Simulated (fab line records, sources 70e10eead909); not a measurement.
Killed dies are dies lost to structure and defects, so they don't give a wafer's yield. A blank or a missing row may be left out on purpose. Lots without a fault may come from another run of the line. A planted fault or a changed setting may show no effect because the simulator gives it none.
fab line records | flow nand_harc
record lots=6 wafers=18 last_day=33
route steps=1302 shown P_M1@306 P_M2@318 END@1302
lots that met no fault: from a run of the same line without faults
start_h: hours from the record's first day to the start of the lot's first wafer shown | wait_h: hours since the lot's step before | " the same as in the row above | L1.1+2: a row that stands for several wafers | - no value, or no start given | * or withheld: withheld | < > ~ a bound
route shown NAME@n: a module of which the file shows steps, and the number in the route of the first | usual: mean/standard deviation of fault-free wafers | same: alike in all rows | chamber/n: place in a boat | sites: the reading at each site | _std_site: their standard deviation | _edge_site: outer sites' mean less inner sites' | radius_mm: how far each site lies from the wafer's centre | mask NAME#n: copy n | behind: the tool/chamber that last shaped the wafer | hold: why the lot was held/for how many hours/how that ended | device: the transistor (n, p or np) that didn't switch | end of line: the same wafers' tests at the end of the route | a step without rows: its recipe alone | killed: dies lost to structure and defects at the first sort, not the wafer's yield | map: a wafer's dies, x killed, . not, _ none there
set.NAME: the setting as run; set.NAME@STEP: as run at that earlier step | model.NAME: the simulator's own value behind a step, which no gauge read
lots at some steps of the route; a table a step, a row a wafer
services: from which hour (start_h, from the record's first day; less than 0 if before it) a tool's chamber was out of use, for how many hours, and why
## steps
# step NHARC_P_M1_PRE_CLEAN_30
# recipe time_s=30 temp_c=280 gas=H2/He
# usual heater_power_w=420/39
# columns lot.wafer tool chamber start_h wait_h heater_power_w
L444.4 pvd_sputter-01 - - - 369
L444.1 " - " " 385
L444.3 " - " " 444
L447.2 pvd_sputter-03 - - - 420
L447.3 " - " " 443
L447.1 " - " " 394
L448.4 pvd_sputter-02 - - - 387
L448.5 " - " " 430
L448.6 " - " " 386
L461.2 pvd_sputter-01 - - - 362
L461.3 " - " " 399
L461.6 " - " " 393
L462.4 pvd_sputter-03 - - - 399
L462.1 " - " " 411
L462.3 " - " " 428
L464.2 pvd_sputter-01 - - - 440
L464.3 " - " " 398
L464.6 " - " " 429
# step NHARC_P_M1_PVD_20
# recipe target_thk_a=50 bias_v=168.6 power_w=15000 chamber_pressure_pa=0.12 time_s=8.06 substrate_temp_c=50 material=TaN
# usual chamber_pressure_pa=0.11998/0.00027 substrate_temp_c=50.01/0.12 throttle_valve_pct=30.8/0.92
# columns lot.wafer tool chamber start_h wait_h chamber_pressure_pa substrate_temp_c throttle_valve_pct
L444.1 pvd_sputter-01 - - - 0.12018 49.82 32.2
L444.3 " - " " 0.12018 50.34 31.1
L444.4 " - " " 0.11992 49.88 29.9
L447.1 pvd_sputter-03 - - - 0.12057 49.84 30.7
L447.3 " - " " 0.11989 49.85 29.8
L447.2 " - " " 0.11982 49.81 30.2
L448.4 pvd_sputter-02 - - - 0.12001 50.07 30.0
L448.5 " - " " 0.12014 50.07 30.9
L448.6 " - " " 0.12016 50.15 30.2
L461.2 pvd_sputter-01 - - - 0.1203 50.11 30.1
L461.3 " - " " 0.12011 49.83 30.1
L461.6 " - " " 0.11998 50.12 30.0
L462.3 pvd_sputter-03 - - - 0.12008 50.14 30.2
L462.1 " - " " 0.12017 50.12 30.4
L462.4 " - " " 0.12028 49.95 32.2
L464.3 pvd_sputter-01 - - - 0.1198 50.36 32.3
L464.2 " - " " 0.11955 50.08 30.3
L464.6 " - " " 0.11986 50.20 29.4
# step NHARC_P_M1_PVD_21
# recipe target_thk_a=300 chamber_pressure_pa=5 power_w=5000 substrate_temp_c=30 time_s=20.49 material=Cu
# step NHARC_P_M1_ECD_22
# recipe target_thk_a=4000 bath_temp_c=25 material=Cu
# step NHARC_P_M1_ANNEAL_31
# recipe temp_c=225 time_s=90
# usual wafer_temp_C_max=226.2/0.57
# columns lot.wafer tool chamber start_h wait_h wafer_temp_C_max
L444.1 rtp_anneal-01 0 153.06 - 225.7
L444.3 " 0 " " 225.5
L444.4 " 0 " " 225.5
L447.1 rtp_anneal-01 0 190.77 - 225.6
L447.2 " 0 " " 225.7
L447.3 " 0 " " 225.7
L448.4 rtp_anneal-02 0 198.68 - 227.0
L448.5 " 0 " " 227.1
L448.6 " 0 " " 226.7
L461.2 rtp_anneal-02 0 324.65 0.3 227.0
L461.3 " 0 " " 226.9
L461.6 " 0 " " 226.7
L462.1 rtp_anneal-01 0 341.16 - 225.8
L462.3 " 0 " " 226.1
L462.4 " 0 " " 226.0
L464.2 rtp_anneal-02 0 352.61 0.3 226.5
L464.3 " 0 " " 226.6
L464.6 " 0 " " 227.3
# step NHARC_P_M1_CMP_23
# recipe t_overpolish_s=20 target_thk_nm=157.82
# usual motor_current_A=11.3/0.95 time_to_endpoint_s=27.5/2.6
# same t_overpolish_s=20
# columns lot.wafer tool chamber start_h wait_h motor_current_A time_to_endpoint_s
L444.1 cmp-02 2 153.40 - 12.0 25.0
L444.4 " 3 " " 13.2 34.8
L444.3 " 1 " " 10.1 27.4
L447.1 cmp-02 3 191.12 - 13.5 30.3
L447.3 " 0 " " 10.3 27.3
L447.2 " 2 " " 12.2 24.1
L448.4 cmp-04 2 198.95 - 12.3 28.5
L448.6 " 3 " " 10.2 28.7
L448.5 " 0 " " 9.7 28.4
L461.2 cmp-04 1 324.95 - 11.4 26.5
L461.3 " 2 " " 12.2 28.6
L461.6 " 2 " " 12.4 25.6
L462.3 cmp-02 3 341.50 - 12.6 28.6
L462.4 " 0 " " 10.5 27.1
L462.1 " 1 " " 10.1 26.0
L464.2 cmp-02 3 352.90 - 14.0 29.1
L464.3 " 2 " " 12.1 24.0
L464.6 " 0 " " 10.6 29.2
# step NHARC_P_M1_THK_MEAS_24
# recipe thk_meas_gauge=xrf
# usual thk_nm=157.5/1.4
# columns lot.wafer tool chamber start_h wait_h thk_nm
L444.1 film_metro-02 - 153.72 - 156.2
L444.3 " - " " 159.3
L444.4 " - " " 159.8
L447.1 film_metro-01 - 191.43 - 157.7
L447.2 " - " " 156.3
L447.3 " - " " 157.9
L448.4 film_metro-01 - 199.18 - 158.2
L448.5 " - " " 155.7
L448.6 " - " " 157.1
L461.2 film_metro-01 - 325.27 - 157.3
L461.3 " - " " 156.6
L461.6 " - " " 156.8
L462.1 film_metro-02 - 341.81 - 157.1
L462.3 " - " " 158.8
L462.4 " - " " 157.8
L464.2 film_metro-01 - 353.22 - 159.2
L464.3 " - " " 156.5
L464.6 " - " " 158.2
# step NHARC_P_M1_SRD_25
# step NHARC_P_M1_INSPECT_27
# usual raw_defect_count=314/110
# columns lot.wafer tool chamber start_h wait_h raw_defect_count
L444.1 defect_inspect-02 - 153.88 0.0 283
L444.3 " - " " 343
L444.4 " - " " 469
L447.1 defect_inspect-02 - 191.59 0.0 351
L447.2 " - " " 316
L447.3 " - " " 331
L448.4 defect_inspect-01 - 199.34 0.0 246
L448.5 " - " " 352
L448.6 " - " " 223
L461.2 defect_inspect-01 - 325.42 0.0 186
L461.3 " - " " 299
L461.6 " - " " 172
L462.1 defect_inspect-01 - 341.96 0.0 276
L462.3 " - " " 479
L462.4 " - " " 236
L464.2 defect_inspect-02 - 353.37 0.0 286
L464.3 " - " " 403
L464.6 " - " " 185
# step NHARC_P_M1_PRE_CLEAN_32
# recipe time_s=12 temp_c=370 rf_power_w=300 gas=NH3
# usual heater_power_w=636/100
# columns lot.wafer tool chamber start_h wait_h heater_power_w
L444.3 pecvd-04 1 153.94 0.1 724
L444.1 " 2 " " 676
L444.4 " 2 " " 668
L447.1 pecvd-01 0 191.66 0.1 701
L447.3 " 1 " " 680
L447.2 " 2 " " 434
L448.4 pecvd-03 0 199.44 0.1 509
L448.6 " 1 " " 643
L448.5 " 2 " " 676
L461.3 pecvd-01 0 325.50 0.1 839
L461.2 " 1 " " 613
L461.6 " 1 " " 605
L462.3 pecvd-03 0 342.03 0.1 533
L462.1 " 2 " " 659
L462.4 " 2 " " 650
L464.2 pecvd-03 2 353.50 0.1 680
L464.3 " 1 " " 584
L464.6 " 2 " " 671
# step NHARC_P_M1_DEP_33
# recipe target_thk_a=300 temp_c=370 target_thk_nm=30 pressure_torr=3 flow_sccm=200 rf_w=450 material=SiCN
# step NHARC_P_M2_DEP_00
# recipe target_thk_a=1825 target_thk_nm=182.5 temp_c=withheld pressure_torr=5 flow_sccm=200 rf_w=600 material=SiOC
# usual chamber_pressure_Torr=5.000/0.01 rf_fwd_power_W=598.4/1.7 showerhead_vpp_V=1487/84
# columns lot.wafer tool chamber start_h wait_h chamber_pressure_Torr rf_fwd_power_W showerhead_vpp_V
L444.3 pecvd-03 2 154.48 - 4.991 600.4 1408
L444.1 " 0 " " 4.998 599.2 1403
L444.4 " 0 " " 4.999 597.8 1441
L447.2 pecvd-01 1 192.13 - - - -
L447.1 " 2 " " - - -
L447.3 " 0 " " - - -
L448.5 pecvd-04 2 200.04 - - - -
L448.6 " 0 " " - - -
L448.4 " 1 " " - - -
L461.2 pecvd-04 0 325.98 - 4.982 599.8 1545
L461.3 " 2 " " 4.993 596.5 1622
L461.6 " 0 " " 4.988 601.3 1545
L462.1 pecvd-01 0 342.53 - 4.998 598.6 1571
L462.3 " 1 " " 5.005 596.7 1472
L462.4 " 2 " " 4.995 600.7 1541
L464.2 pecvd-01 2 353.99 - 4.997 599.1 1507
L464.3 " 1 " " 4.991 600.6 1466
L464.6 " 0 " " 4.997 597.7 1556
# step NHARC_P_M2_DEHYDRATE_01
# recipe temp_c=150 time_s=120
# step NHARC_END_SORT_01
# recipe temp_c=25
# usual defect_limited_yield=90.2/2.3 killed_at_array=62/15 killed_at_other=0.8/1 killed_at_periphery=3.7/2.6 killed_dies=66/15 killed_open=3.1/1.8 killed_short=2.6/1.7
# same gross_dies=677
# columns lot.wafer tool chamber start_h wait_h defect_limited_yield[%] killed_at_array killed_at_other killed_at_periphery killed_dies killed_open killed_short
L448.4 prober-02 0 642.01 3.4 0 42 1 634 677 5 2
L448.5 prober-02 0 642.82 3.7 0 37 2 638 677 3 2
L448.6 prober-02 0 643.63 4.1 0 44 0 633 677 2 1
L447.1 prober-02 0 647.49 2.5 0 78 2 597 677 1 1
L447.2 prober-02 0 648.28 2.8 0 82 1 594 677 3 2
L447.3 prober-02 0 649.07 3.1 0 77 1 599 677 1 2
# killed by level:class
L448.4 P_M2:area_dep=632 A_CHANNEL_HOLE_D2:chamber_film_flake=10 A_STAIRCASE:chamber_film_flake=8 A_CHANNEL_HOLE_D1:chamber_film_flake=7 A_CONTACT:chamber_film_flake=6 A_CONTACT:geometric_particle:open=2 A_ONON_D1:geometric_particle:short=1 A_ONON_D2:geometric_particle:short=1
L448.5 P_M2:area_dep=634 A_CHANNEL_HOLE_D2:chamber_film_flake=12 A_CHANNEL_HOLE_D1:chamber_film_flake=9 A_STAIRCASE:chamber_film_flake=4 A_CONTACT:chamber_film_flake=4 A_SGD_CUT:geometric_particle:short=2 P_STI:chamber_film_flake=2 P_GATE:chamber_film_flake=2
L448.6 P_M2:area_dep=632 A_CHANNEL_HOLE_D2:chamber_film_flake=17 A_STAIRCASE:chamber_film_flake=6 A_CHANNEL_HOLE_D1:chamber_film_flake=5 A_CONTACT:chamber_film_flake=5 A_CHANNEL_FILL_D2:chamber_film_flake=2 A_WL_FILL:chamber_film_flake=2 A_DECK1_JOINT:geometric_particle:open=1
L447.1 P_M2:area_dep=597 A_SLIT:chamber_film_flake=36 A_CHANNEL_HOLE_D2:chamber_film_flake=33 A_STAIRCASE:chamber_film_flake=4 A_M0:chamber_film_flake=2 THIN_TSV:chamber_film_flake=2 A_CHANNEL_FILL_D1:geometric_particle:short=1 A_ONON_D2:geometric_particle:open=1
L447.2 P_M2:area_dep=586 A_CHANNEL_HOLE_D2:chamber_film_flake=36 A_SLIT:chamber_film_flake=33 A_M0:chamber_film_flake=4 P_GATE:chamber_film_flake=3 A_CONTACT:chamber_film_flake=3 A_STAIRCASE:chamber_film_flake=2 P_CONTACT:geometric_particle:short=1
L447.3 P_M2:area_dep=597 A_CHANNEL_HOLE_D2:chamber_film_flake=32 A_SLIT:chamber_film_flake=30 A_CHANNEL_HOLE_D1:chamber_film_flake=5 A_STAIRCASE:chamber_film_flake=3 A_CONTACT:chamber_film_flake=3 P_M0:geometric_particle:short=1 A_CHANNEL_FILL_D1:geometric_particle:short=1
# map L447.1 (x killed, . not)
____________x____________
_________xxxxxxx_________
_______xxxxxxxxxxx_______
______xxxxxxxxxxxxx______
_____xxxxxxxxxxxxxxx_____
____xxxxxxxxxxxxxxxxx____
____xxxxxxxxxxxxxxxxx____
___xxxxxxxxxxxxxxxxxxx___
___xxxxxxxxxxxxxxxxxxx___
__xxxxxxxxxxxxxxxxxxxxx__
__xxxxxxxxxxxxxxxxxxxxx__
_xxxxxxxxxxxxxxxxxxxxxxx_
_xxxxxxxxxxxxxxxxxxxxxxx_
_xxxxxxxxxxxxxxxxxxxxxxx_
_xxxxxxxxxxxxxxxxxxxxxxx_
_xxxxxxxxxxxxxxxxxxxxxxx_
xxxxxxxxxxxxxxxxxxxxxxxxx
xxxxxxxxxxxxxxxxxxxxxxxxx
xxxxxxxxxxxxxxxxxxxxxxxxx
xxxxxxxxxxxxxxxxxxxxxxxxx
xxxxxxxxxxxxxxxxxxxxxxxxx
_xxxxxxxxxxxxxxxxxxxxxxx_
_xxxxxxxxxxxxxxxxxxxxxxx_
_xxxxxxxxxxxxxxxxxxxxxxx_
_xxxxxxxxxxxxxxxxxxxxxxx_
_xxxxxxxxxxxxxxxxxxxxxxx_
__xxxxxxxxxxxxxxxxxxxxx__
__xxxxxxxxxxxxxxxxxxxxx__
___xxxxxxxxxxxxxxxxxxx___
___xxxxxxxxxxxxxxxxxxx___
____xxxxxxxxxxxxxxxxx____
____xxxxxxxxxxxxxxxxx____
_____xxxxxxxxxxxxxxx_____
______xxxxxxxxxxxxx______
_______xxxxxxxxxxx_______
_________xxxxxxx_________
____________x____________
# map L448.4 (x killed, . not)
____________x____________
_________xxxxxxx_________
_______xxxxxxxxxxx_______
______xxxxxxxxxxxxx______
_____xxxxxxxxxxxxxxx_____
____xxxxxxxxxxxxxxxxx____
____xxxxxxxxxxxxxxxxx____
___xxxxxxxxxxxxxxxxxxx___
___xxxxxxxxxxxxxxxxxxx___
__xxxxxxxxxxxxxxxxxxxxx__
__xxxxxxxxxxxxxxxxxxxxx__
_xxxxxxxxxxxxxxxxxxxxxxx_
_xxxxxxxxxxxxxxxxxxxxxxx_
_xxxxxxxxxxxxxxxxxxxxxxx_
_xxxxxxxxxxxxxxxxxxxxxxx_
_xxxxxxxxxxxxxxxxxxxxxxx_
xxxxxxxxxxxxxxxxxxxxxxxxx
xxxxxxxxxxxxxxxxxxxxxxxxx
xxxxxxxxxxxxxxxxxxxxxxxxx
xxxxxxxxxxxxxxxxxxxxxxxxx
xxxxxxxxxxxxxxxxxxxxxxxxx
_xxxxxxxxxxxxxxxxxxxxxxx_
_xxxxxxxxxxxxxxxxxxxxxxx_
_xxxxxxxxxxxxxxxxxxxxxxx_
_xxxxxxxxxxxxxxxxxxxxxxx_
_xxxxxxxxxxxxxxxxxxxxxxx_
__xxxxxxxxxxxxxxxxxxxxx__
__xxxxxxxxxxxxxxxxxxxxx__
___xxxxxxxxxxxxxxxxxxx___
___xxxxxxxxxxxxxxxxxxx___
____xxxxxxxxxxxxxxxxx____
____xxxxxxxxxxxxxxxxx____
_____xxxxxxxxxxxxxxx_____
______xxxxxxxxxxxxx______
_______xxxxxxxxxxx_______
_________xxxxxxx_________
____________x____________
## services
# columns tool chamber start_h hours kind
pecvd-01 - 130.00 13.0 pm
cmp-02 - 134.50 4.0 pm
pvd_sputter-03 - 143.57 1.6 repair
cmp-02 - 150.57 1.8 repair
cmp-02 - 163.26 11.0 repair
pvd_sputter-03 - 170.00 10.0 pm
pecvd-03 - 185.56 13.0 pm
pvd_sputter-02 - 190.20 1.6 repair
pecvd-04 - 201.76 0.9 repair
pecvd-03 - 203.43 2.8 repair
pvd_sputter-01 - 218.39 4.0 repair
pvd_sputter-01 - 225.48 2.7 repair
pvd_sputter-01 - 228.22 10.0 pm
pecvd-03 1 230.96 7.7 repair
cmp-02 - 232.50 4.0 pm
pecvd-04 - 276.10 13.0 pm
pecvd-04 - 302.30 1.9 repair
pecvd-01 - 311.00 13.0 pm
pecvd-04 - 315.63 1.8 repair
cmp-02 - 330.57 4.0 pm
pecvd-03 - 334.73 0.5 repair
pecvd-04 - 337.61 0.6 repair
pvd_sputter-03 - 348.00 10.0 pm
cmp-02 - 349.59 0.7 repair
## key
first_sign step=NHARC_P_M2_DEP_00 reading=tool_record direction=missing
effect step=NHARC_END_SORT_01 reading=killed_at_periphery direction=up sigmas=99+ usual=3.7 struck=615.8
more_kills_born_at NHARC_P_M2_DEP_00@pecvd-04=1898 NHARC_P_M2_DEP_00@pecvd-01=1780
met_at NHARC_P_M2_DEP_00
struck_wafers L447.1,L447.2,L447.3,L448.4,L448.5,L448.6
later_rows_left_out L447.1,L447.2,L447.3,L448.4,L448.5,L448.6
fault kind=skipped_step_whole tool=pecvd-01,pecvd-04 chamber=- onset_h=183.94 steps=NHARC_P_M2_DEP_00 scope=struck_lots_only
# later_rows_left_out: the simulator's readings of these wafers behind a module that went badly wrong aren't trusted and aren't shown, but for the sort
